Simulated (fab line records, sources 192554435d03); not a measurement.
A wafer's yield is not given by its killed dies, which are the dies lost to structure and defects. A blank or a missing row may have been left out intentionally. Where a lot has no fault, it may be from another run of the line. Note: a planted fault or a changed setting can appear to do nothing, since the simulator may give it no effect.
Chamber matching :: flow n5_finfet :: 4 sister chambers for N5_BEOL_M0_SAQP_STRIP_86 on rie_diel-06
The step strips in N2/H2. 8 wafers are shown with their chamber, then 8 later ones without.

## WAFERS PAIRED WITH THEIR CHAMBERS
wafer: L078.6
chamber: 2
drypump_motor_current_A (A): 6.1
showerhead_plenum_p_Torr (Torr): 3.32

wafer: L082.2
chamber: 3
drypump_motor_current_A (A): 6.2
showerhead_plenum_p_Torr (Torr): 3.43

wafer: L082.4
chamber: 0
drypump_motor_current_A (A): 5.2
showerhead_plenum_p_Torr (Torr): 3.25

wafer: L082.5
chamber: 0
drypump_motor_current_A (A): 5.2
showerhead_plenum_p_Torr (Torr): 3.25

wafer: L083.1
chamber: 1
drypump_motor_current_A (A): 5.7
showerhead_plenum_p_Torr (Torr): 3.35

wafer: L083.4
chamber: 3
drypump_motor_current_A (A): 6.2
showerhead_plenum_p_Torr (Torr): 3.43

wafer: L083.6
chamber: 2
drypump_motor_current_A (A): 6.0
showerhead_plenum_p_Torr (Torr): 3.31

wafer: L087.1
chamber: 1
drypump_motor_current_A (A): 5.7
showerhead_plenum_p_Torr (Torr): 3.35

## WAFERS MISSING THEIR CHAMBER
wafer: L087.3
drypump_motor_current_A (A): 6.2
showerhead_plenum_p_Torr (Torr): 3.43

wafer: L087.5
drypump_motor_current_A (A): 5.2
showerhead_plenum_p_Torr (Torr): 3.24

wafer: L089.1
drypump_motor_current_A (A): 6.1
showerhead_plenum_p_Torr (Torr): 3.31

wafer: L089.5
drypump_motor_current_A (A): 6.2
showerhead_plenum_p_Torr (Torr): 3.42

wafer: L089.6
drypump_motor_current_A (A): 5.2
showerhead_plenum_p_Torr (Torr): 3.24

wafer: L096.3
drypump_motor_current_A (A): 5.7
showerhead_plenum_p_Torr (Torr): 3.34

wafer: L096.5
drypump_motor_current_A (A): 6.0
showerhead_plenum_p_Torr (Torr): 3.30

wafer: L096.6
drypump_motor_current_A (A): 6.2
showerhead_plenum_p_Torr (Torr): 3.42

## EACH ONE'S CHAMBER
wafer: L087.3
from the rows above: 3
in truth: 3

wafer: L087.5
from the rows above: 0
in truth: 0

wafer: L089.1
from the rows above: 2
in truth: 2

wafer: L089.5
from the rows above: 3
in truth: 3

wafer: L089.6
from the rows above: 0
in truth: 0

wafer: L096.3
from the rows above: 1
in truth: 1

wafer: L096.5
from the rows above: 2
in truth: 2

wafer: L096.6
from the rows above: 3
in truth: 3
Correctly placed: 8 of 8. Number that these rows cannot place: 0. Number placed wrongly: 0.
How it was worked out, from the rows above alone: a wafer's distance from a chamber is the root of the sum, over the readings, of the square of ((its reading less the chamber's mean) divided by the reading's scatter). The wafer belongs to the nearest chamber; if the next one is less than 2 further off, it can't be placed. For every chamber, the mean is computed from those of its wafers that are shown. How the scatter is found: for the shown wafers, subtract from each reading the mean of its chamber, square and add these, divide the total by (wafers less chambers), then take the root.
